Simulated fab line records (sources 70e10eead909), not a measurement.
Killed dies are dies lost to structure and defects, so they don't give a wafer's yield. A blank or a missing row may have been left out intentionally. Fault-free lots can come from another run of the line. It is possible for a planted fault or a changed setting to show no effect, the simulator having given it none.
Chamber matching | flow nandHarc | rieDiel-10 running NHARC_P_M0_DESCUM_14: 3 sister chambers
The step chemistry O2, time 3 s. 5 wafers are shown with their chamber, then 4 later ones without.

== WAFERS WITH THEIR CHAMBER ==
wafer  | chamber | oesProductAu (a.u.) | throttleValvePct (%)
L076.6 | 2       | 0.995               | 11.319
L082.4 | 0       | 1.001               | 11.313
L082.6 | 3       | 0.972               | 11.307
L083.1 | 3       | 0.966               | 11.306
L083.2 | 0       | 1.002               | 11.294

== WAFERS WITH NO CHAMBER GIVEN ==
wafer  | oesProductAu (a.u.) | throttleValvePct (%)
L084.6 | 0.975               | 11.308
L093.2 | 1.008               | 11.317
L093.3 | 0.999               | 11.313
L093.4 | 0.994               | 11.320

== WHICH CHAMBER EACH ONE RAN IN ==
wafer  | from the rows above     | in truth
L084.6 | 3                       | 3
L093.2 | can't be placed: 0 or 2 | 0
L093.3 | can't be placed: 0 or 2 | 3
L093.4 | 2                       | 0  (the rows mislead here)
Placed correctly: 1 of 4. Cannot be placed on the basis of these rows: 2; the candidates contain the true chamber in 1. Placed wrongly: 1.
How it was worked out, from the rows above alone: a wafer's distance from a chamber is the root of the sum, over the readings, of the square of ((its reading less the chamber's mean) divided by the reading's scatter). If the next closest chamber is less than 2 further off than the closest, the wafer can't be placed; otherwise it belongs to the closest. Each chamber's mean is taken over the wafers shown for it. The scatter is the square root of a quotient: the sum, over the shown wafers, of each reading's squared deviation from its chamber's mean, divided by wafers minus chambers.
